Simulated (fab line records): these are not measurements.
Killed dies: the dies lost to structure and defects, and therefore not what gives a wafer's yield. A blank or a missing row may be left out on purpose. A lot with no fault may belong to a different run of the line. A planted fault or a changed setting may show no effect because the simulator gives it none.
Matching of chambers    flow nand-harc    NHARC_A_STAIRCASE_DESCUM_219 on rie-diel-04: 4 sister chambers
The step chemistry O2, time 3 s. 16 wafers are shown with their chamber, then 8 later ones without.

== WAFERS PAIRED WITH THEIR CHAMBERS ==
wafer   chamber  drypump-motor-current-A (A)  showerhead-plenum-p-Torr (Torr)  oes-product-au (a.u.)
L076.4  1        5.7                          1.89                             1.028
L076.5  2        5.1                          2.06                             0.998
L076.6  3        5.5                          1.78                             1.006
L077.2  3        5.5                          1.78                             0.997
L077.3  1        5.7                          1.89                             1.021
L077.6  0        6.7                          2.07                             1.017
L086.2  2        5.1                          2.04                             0.995
L086.4  3        5.5                          1.77                             1.007
L086.6  3        5.5                          1.77                             0.998
L087.1  3        5.5                          1.77                             1.005
L087.4  1        5.7                          1.88                             1.028
L087.5  0        6.7                          2.06                             1.010
L090.2  3        5.5                          1.77                             1.011
L090.3  2        5.2                          2.04                             1.001
L090.5  3        5.5                          1.77                             1.009
L088.1  3        5.5                          1.77                             0.996

SIGNATURES (means of the wafers above)
reading                   chamber 0  chamber 1  chamber 2  chamber 3  scatter within a chamber
drypump-motor-current-A   6.700      5.700      5.133      5.500      0.0236
showerhead-plenum-p-Torr  2.0650     1.8867     2.0467     1.7725     0.00667
oes-product-au            1.01350    1.02567    0.99800    1.00362    0.00509
Rule: a wafer lies at a distance from a chamber equal to the root of the sum of squares, over the readings, of (its reading less the chamber's mean, divided by the reading's scatter). The wafer belongs to the nearest chamber; if the next one is less than 2 further off, it can't be placed. How the scatter is found: for the shown wafers, subtract from each reading the mean of its chamber, square and add these, divide the total by (wafers less chambers), then take the root.

== WAFERS WITH NO CHAMBER GIVEN ==
wafer   drypump-motor-current-A (A)  showerhead-plenum-p-Torr (Torr)  oes-product-au (a.u.)
L088.4  5.1                          2.04                             1.002
L088.6  5.1                          2.04                             1.004
L095.1  5.5                          2.07                             1.000
L095.3  5.7                          1.88                             0.998
L095.6  5.5                          2.07                             0.988
L094.2  5.1                          2.04                             0.999
L094.3  5.5                          2.07                             1.010
L094.5  5.8                          1.88                             0.998

== WHICH CHAMBER EACH WENT THROUGH ==
wafer    from the rows above   in truth
L088.4   2                     2
L088.6   2                     2
L095.1   2                     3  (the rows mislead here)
L095.3   1                     1
L095.6   2                     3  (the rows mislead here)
L094.2   2                     2
L094.3   2                     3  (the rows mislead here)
L094.5   1                     1
Placed correctly: 5 of 8. Can't be placed from these rows: 0. Number placed wrongly: 3.
